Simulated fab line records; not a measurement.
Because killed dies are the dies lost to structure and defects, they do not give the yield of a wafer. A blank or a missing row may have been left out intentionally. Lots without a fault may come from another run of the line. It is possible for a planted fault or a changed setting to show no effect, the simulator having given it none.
Chamber matching    flow n5Finfet    cvdCo-02 running N5_BEOL_M4_CO_CAP_55: 3 sister chambers
The step material Co, precursor CCTBA/H2, target thk 2 nm, time 102.1 s. 3 wafers are shown with their chamber, then 8 later ones without.

WAFERS PAIRED WITH THEIR CHAMBERS
wafer   chamber  heaterPowerW (W)
L480.1  1        236
L480.2  0        264
L485.1  2        263

WAFERS MISSING THEIR CHAMBER
wafer   heaterPowerW (W)
L485.4  253
L485.6  245
L484.2  251
L484.4  266
L484.6  254
L489.2  256
L489.4  262
L489.5  260

CHAMBER TAKEN BY EACH
wafer   from the rows above           in truth
L485.4  can't be placed: 2 or 0 or 1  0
L485.6  can't be placed: 1 or 2 or 0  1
L484.2  can't be placed: 2 or 0 or 1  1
L484.4  can't be placed: 0 or 2       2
L484.6  can't be placed: 2 or 0 or 1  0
L489.2  can't be placed: 2 or 0 or 1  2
L489.4  can't be placed: 2 or 0       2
L489.5  can't be placed: 2 or 0       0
Correctly placed: 0 of 8. Cannot be placed on the basis of these rows: 8; the candidates contain the true chamber in 8. Wrongly placed: 0.
How it was worked out, from the rows above alone: a wafer's distance from a chamber is the root of the sum, over the readings, of the square of ((its reading less the chamber's mean) divided by the reading's scatter). If the next closest chamber is less than 2 further off than the closest, the wafer can't be placed; otherwise it belongs to the closest. A chamber's mean is the mean of its shown wafers. The scatter (one wafer shown for each chamber): square how far every hidden wafer sits from the nearest shown wafer, average those squares and take the square root.
